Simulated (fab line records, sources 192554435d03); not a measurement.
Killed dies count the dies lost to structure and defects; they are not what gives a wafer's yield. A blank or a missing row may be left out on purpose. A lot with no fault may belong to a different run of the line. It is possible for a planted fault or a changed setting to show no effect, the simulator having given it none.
Matching of chambers | flow n5-finfet | 3 sister chambers for N5_BEOL_M11_CURE_71 on uv-cure-03
The step cures SiCOH lowk, time 240 s. 22 wafers are shown with their chamber, then 11 later ones without.

== WAFERS WITH THEIR CHAMBER ==
wafer  | chamber | wafer_temp_C_max | lamp-power-pct (%)
L074.1 | 2       | 386.6            | 52.26
L074.4 | 2       | 387.8            | 52.38
L074.6 | 2       | 386.8            | 52.30
L075.2 | 0       | 386.8            | 52.21
L075.3 | 0       | 386.7            | 52.35
L075.6 | 0       | 386.9            | 52.26
L076.1 | 0       | 386.3            | 52.41
L076.3 | 0       | 386.7            | 52.29
L076.6 | 0       | 386.3            | 52.37
L080.1 | 0       | 387.4            | 52.36
L080.3 | 0       | 386.3            | 52.32
L080.5 | 0       | 386.5            | 52.29
L079.1 | 1       | 386.3            | 52.29
L079.5 | 1       | 386.2            | 52.25
L079.6 | 1       | 386.6            | 52.43
L082.2 | 1       | 387.1            | 52.31
L082.3 | 1       | 386.6            | 52.29
L082.4 | 1       | 386.9            | 52.22
L086.1 | 0       | 387.0            | 52.31
L086.3 | 0       | 386.6            | 52.31
L086.6 | 0       | 386.4            | 52.26
L091.2 | 0       | 386.8            | 52.34

SIGNATURES (means of the wafers above)
reading          | chamber 0 | chamber 1 | chamber 2 | scatter within a chamber
wafer_temp_C_max | 386.669   | 386.617   | 387.067   | 0.374
lamp-power-pct   | 52.3138   | 52.2983   | 52.3133   | 0.0598
Rule: distance of a wafer from a chamber = root of the sum over the readings of ((wafer's reading minus chamber's mean) / reading's scatter) squared. If the next closest chamber is less than 2 further off than the closest, the wafer can't be placed; otherwise it belongs to the closest. The scatter: the root of (the sum of the squares of (reading less its chamber's mean) over the shown wafers, divided by (wafers less chambers)).

== WAFERS WITHOUT THEIR CHAMBER ==
wafer  | wafer_temp_C_max | lamp-power-pct (%)
L091.3 | 386.7            | 52.27
L091.5 | 387.0            | 52.33
L094.2 | 386.7            | 52.28
L094.3 | 386.9            | 52.31
L094.6 | 386.5            | 52.32
L095.2 | 386.7            | 52.30
L095.5 | 387.0            | 52.28
L095.6 | 387.4            | 52.23
L096.4 | 386.7            | 52.36
L096.5 | 387.2            | 52.44
L096.6 | 387.6            | 52.31

== EACH ONE'S CHAMBER ==
wafer  | from the rows above          | in truth
L091.3 | can't be placed: 1 or 0 or 2 | 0
L091.5 | can't be placed: 2 or 0 or 1 | 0
L094.2 | can't be placed: 1 or 0 or 2 | 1
L094.3 | can't be placed: 2 or 0 or 1 | 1
L094.6 | can't be placed: 0 or 1 or 2 | 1
L095.2 | can't be placed: 1 or 0 or 2 | 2
L095.5 | can't be placed: 2 or 0 or 1 | 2
L095.6 | can't be placed: 2 or 1 or 0 | 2
L096.4 | can't be placed: 0 or 1 or 2 | 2
L096.5 | can't be placed: 2 or 0 or 1 | 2
L096.6 | can't be placed: 2 or 0 or 1 | 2
Correctly placed: 0 of 11. These rows do not allow placing 11 (true chamber among the candidates in 11). Placed wrongly: 0.
